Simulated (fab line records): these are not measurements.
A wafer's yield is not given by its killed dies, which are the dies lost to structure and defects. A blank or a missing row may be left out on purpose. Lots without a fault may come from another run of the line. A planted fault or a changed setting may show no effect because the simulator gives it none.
Chamber matching ; flow nand-harc ; NHARC_P_GATE_STRIP_101 on rie-diel-10 has 4 sister chambers
The step strips in O2, time 20 s. 8 wafers are shown with their chamber, then 7 later ones without.

WAFERS WITH THEIR CHAMBER
wafer;chamber;drypump-motor-current-A (A);oes-product-au (a.u.)
L076.3;2;6.1;1.012
L076.6;1;5.6;0.992
L077.4;2;6.1;1.008
L077.5;3;5.4;0.993
L082.1;3;5.4;0.989
L082.5;0;6.0;1.006
L083.1;1;5.7;0.990
L083.2;0;6.0;0.996

WAFERS WHOSE CHAMBER IS MISSING
wafer;drypump-motor-current-A (A);oes-product-au (a.u.)
L083.6;6.1;0.996
L085.1;5.4;0.994
L085.2;6.1;1.007
L085.4;5.9;1.005
L088.3;5.4;0.993
L088.5;5.4;0.992
L088.6;6.1;1.015

CHAMBER TAKEN BY EACH
wafer;from the rows above;in truth
L083.6;can't be placed: 0 or 2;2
L085.1;3;3
L085.2;2;2
L085.4;0;0
L088.3;3;3
L088.5;3;3
L088.6;2;2
Placed correctly: 6 of 7. These rows do not allow placing 1 (true chamber among the candidates in 1). Placed wrongly: 0.
How it was worked out, from the rows above alone: a wafer's distance from a chamber is the root of the sum, over the readings, of the square of ((its reading less the chamber's mean) divided by the reading's scatter). The wafer belongs to the nearest chamber; if the next one is less than 2 further off, it can't be placed. Each chamber's mean is taken over the wafers shown for it. The scatter: take each reading less its chamber's mean, square it, sum over the shown wafers, divide by the number of wafers less the number of chambers, and take the root.
